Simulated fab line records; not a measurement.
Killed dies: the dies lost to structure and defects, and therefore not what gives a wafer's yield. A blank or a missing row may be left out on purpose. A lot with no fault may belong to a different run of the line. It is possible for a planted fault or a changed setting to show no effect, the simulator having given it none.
Lot-split experiment + flow n5-finfet + 21 wafers read across 7 lots, on a route 1938 steps long

THE SPLIT ITSELF
At N5_BEOL_M14_ILD_DEP_00 (deposits SiO2 from TEOS/O2, target thk 1119.3 nm, time 237.4 s), the setting temp-c was moved away from the recipe's 400 C on 10 of the 21 wafers read, by -1.8% to +1.5%. All remaining wafers had this setting at the recipe value.

The file shows no step between the split and the reading.

THE READING
At N5_BEOL_M14_THK_MEAS_01: M14_ILD_THK, given in nm. On this fab line, fault-free wafers typically give 1121 nm with a standard deviation of 13 nm.

| wafer  | tool, chamber at the split | temp-c as run, C | against the recipe | M14_ILD_THK, nm | against lot-mates on the recipe |
|--------|----------------------------|------------------|--------------------|-----------------|---------------------------------|
| L075.1 | pecvd-02, 0                | 400              | recipe             | 1118            | -                               |
| L075.2 | pecvd-02, 1                | 400              | recipe             | 1102            | -                               |
| L075.3 | pecvd-02, 2                | 404.6            | +1.2%              | 1078            | -32                             |
| L076.1 | pecvd-02, 1                | 400              | recipe             | 1108            | -                               |
| L076.4 | pecvd-02, 0                | 400              | recipe             | 1126            | -                               |
| L076.5 | pecvd-02, 1                | 400              | recipe             | 1124            | -                               |
| L085.1 | pecvd-02, 2                | 395.9            | -1.0%              | 1138            | +24                             |
| L085.3 | pecvd-02, 1                | 400              | recipe             | 1115            | -                               |
| L085.6 | pecvd-02, 1                | 400              | recipe             | 1112            | -                               |
| L087.1 | pecvd-01, 0                | 394.7            | -1.3%              | 1158            | no lot-mate on the recipe       |
| L087.2 | pecvd-01, 1                | 394.7            | -1.3%              | 1141            | no lot-mate on the recipe       |
| L087.3 | pecvd-01, 2                | 394.7            | -1.3%              | 1143            | no lot-mate on the recipe       |
| L089.4 | pecvd-01, 0                | 396.1            | -1.0%              | 1146            | +21                             |
| L089.5 | pecvd-01, 0                | 400              | recipe             | 1125            | -                               |
| L089.6 | pecvd-01, 2                | 396.1            | -1.0%              | 1155            | +30                             |
| L090.1 | pecvd-01, 0                | 392.9            | -1.8%              | 1153            | +33                             |
| L090.2 | pecvd-01, 2                | 400              | recipe             | 1120            | -                               |
| L090.5 | pecvd-01, 0                | 392.9            | -1.8%              | 1173            | +53                             |
| L091.3 | pecvd-03, 0                | 400              | recipe             | 1103            | -                               |
| L091.4 | pecvd-03, 0                | 400              | recipe             | 1130            | -                               |
| L091.5 | pecvd-03, 2                | 406              | +1.5%              | 1067            | -50                             |

THE FIT
A straight line over all 21 wafers: M14_ILD_THK changes by -28 nm for each +1% of temp-c; r = -0.94; the points scatter about the line by 9.3 nm.
The same after taking each lot's own level away (the mean of its wafers on the recipe; 18 wafers): -26.8 nm for each +1%; r = -0.94; scatter 8.1 nm.
On that fit, the largest move of temp-c shifts the reading by 48 nm.
From 1110.0 to 1125.0 nm: that is the span of the lots' own levels, equal to 1.2 times the standard deviation above.
The two slopes are in agreement: the lot-to-lot level therefore moves the slope only a little.
Check: with one of the wafers moved furthest among these (-1.8%) left out of the fit, the line predicts +50.9 nm for it against its lot-mates. It came out at +33 nm against them.

THE WHOLE CHAIN: every reading that the file lists as answering this split, in the file's order
| step                    | what it does                                                   | reading                                                                             | change (the file's fit)              | r (the file's) |
|-------------------------|----------------------------------------------------------------|-------------------------------------------------------------------------------------|--------------------------------------|----------------|
| N5_BEOL_M14_ILD_DEP_00  | deposits SiO2 from TEOS/O2, target thk 1119.3 nm, time 237.4 s | SiO2_of_BEOL_M14_ILD_DEP_00.thk-nm (the simulator's own value, which no gauge read) | -27 nm for each +1% of the setting   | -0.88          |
| N5_BEOL_M14_THK_MEAS_01 |                                                                | M14_ILD_THK                                                                         | -27.3 for each +1% of the setting    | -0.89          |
| N5_BEOL_M14_VIA_ETCH_16 | etches SiO2 in C4F8/O2/Ar, target depth 1231.3 nm              | etch.depth-nm (the simulator's own value, which no gauge read)                      | -27 nm for each +1% of the setting   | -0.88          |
| N5_BEOL_M14_VIA_ETCH_16 | etches SiO2 in C4F8/O2/Ar, target depth 1231.3 nm              | coat_of_BEOL_M14_COAT_04.thk-nm (the simulator's own value, which no gauge read)    | +6.24 nm for each +1% of the setting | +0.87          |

FILE'S OWN FIT
M14_ILD_THK changes by -27.3 nm for each +1% of temp-c, r = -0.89.
